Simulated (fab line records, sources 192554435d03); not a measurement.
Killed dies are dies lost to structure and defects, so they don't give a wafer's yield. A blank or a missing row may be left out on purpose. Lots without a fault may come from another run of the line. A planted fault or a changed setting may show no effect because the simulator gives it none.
Split-lot experiment | flow n5_finfet | 7 lots, 21 wafers read, on a route of 1938 steps

THE SPLIT
At N5_PASSIVATION_EXPOSE_07 (exposes mask TV, defocus 0 nm, target cd 3000 nm), the setting dose_mj was moved away from the recipe's 22.75 on 7 of the 21 wafers read, by -6.1% to +4.9%. The other wafers ran this setting at the recipe's value.

FROM THE SPLIT TO THE READING: what the file shows between them, 3 steps
- N5_PASSIVATION_PEB_08
- N5_PASSIVATION_DEVELOP_09: develop time 60 s
- N5_PASSIVATION_HARDBAKE_11: time 120 s

THE READING
cd_nm, in nm, at N5_PASSIVATION_CD_MEAS_10 (target cd 3000 nm). Fault-free wafers of this fab line usually give 2999.5 nm, standard deviation 2.2 nm.

wafer  | tool, chamber at the split | dose_mj as run | against the recipe | cd_nm, nm | against lot-mates on the recipe
L079.1 | krf_scanner-02, 0          | 22.75          | recipe             | 2994.3    | -
L079.3 | krf_scanner-02, 0          | 22.75          | recipe             | 2998.9    | -
L079.4 | krf_scanner-02, 0          | 22.75          | recipe             | 2995.1    | -
L077.1 | krf_scanner-01, 0          | 21.87          | -3.9%              | 2990.3    | -9.2
L077.2 | krf_scanner-01, 0          | 22.75          | recipe             | 3000.0    | -
L077.4 | krf_scanner-01, 0          | 22.75          | recipe             | 2999.1    | -
L087.1 | krf_scanner-02, 0          | 22.75          | recipe             | 2998.8    | -
L087.2 | krf_scanner-02, 0          | 21.36          | -6.1%              | 2986.2    | -12.6
L087.4 | krf_scanner-02, 0          | 21.36          | -6.1%              | 2983.1    | -15.7
L089.2 | krf_scanner-01, 0          | 22.75          | recipe             | 2993.8    | -
L089.3 | krf_scanner-01, 0          | 22.75          | recipe             | 3001.1    | -
L089.6 | krf_scanner-01, 0          | 22.75          | recipe             | 2995.1    | -
L093.3 | krf_scanner-01, 0          | 23.87          | +4.9%              | 3010.4    | +10.1
L093.5 | krf_scanner-01, 0          | 22.75          | recipe             | 3000.3    | -
L093.6 | krf_scanner-01, 0          | 23.87          | +4.9%              | 3009.5    | +9.2
L092.2 | krf_scanner-02, 0          | 23.35          | +2.6%              | 3006.0    | +5.9
L092.4 | krf_scanner-02, 0          | 22.75          | recipe             | 3000.1    | -
L092.5 | krf_scanner-02, 0          | 23.35          | +2.6%              | 3004.8    | +4.7
L096.3 | krf_scanner-01, 0          | 22.75          | recipe             | 2995.6    | -
L096.4 | krf_scanner-01, 0          | 22.75          | recipe             | 2998.4    | -
L096.6 | krf_scanner-01, 0          | 22.75          | recipe             | 2995.9    | -

THE FIT
A straight line over all 21 wafers: cd_nm changes by +2.3 nm for each +1% of dose_mj; r = +0.94; the points scatter about the line by 2.3 nm.
The same after taking each lot's own level away (the mean of its wafers on the recipe; 21 wafers): +2.18 nm for each +1%; r = +0.96; scatter 1.7 nm.
On that fit, the largest move of dose_mj shifts the reading by 13 nm.
The lots' own levels span 2996.10 to 3000.30 nm, that is 1.9 times the standard deviation above.
So the lot-to-lot level changes the slope little: the two slopes agree.
Check: with one of the wafers moved furthest among these (-6.1%) left out of the fit, the line predicts -14 nm for it against its lot-mates. It came out at -12.6 nm against them.

OTHER SPLITS ON THESE WAFERS
These wafers also went through other splits before the reading. Each is held against what the fit with the lots' levels taken away leaves over:
other split on the same wafers    | wafers away from the commonest value | r with cd_nm (lot level and that fit taken away)
N5_BEOL_M15_COAT_04 spin_rpm      | 9                                    | -0.06
N5_BEOL_M15_PEB_26 peb_time_s     | 8                                    | -0.04
N5_BEOL_M15_TRENCH_ETCH_34 bias_w | 5                                    | -0.46

THE FILE'S OWN FIT
cd_nm changes by +2.21 nm for each +1% of dose_mj, r = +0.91.
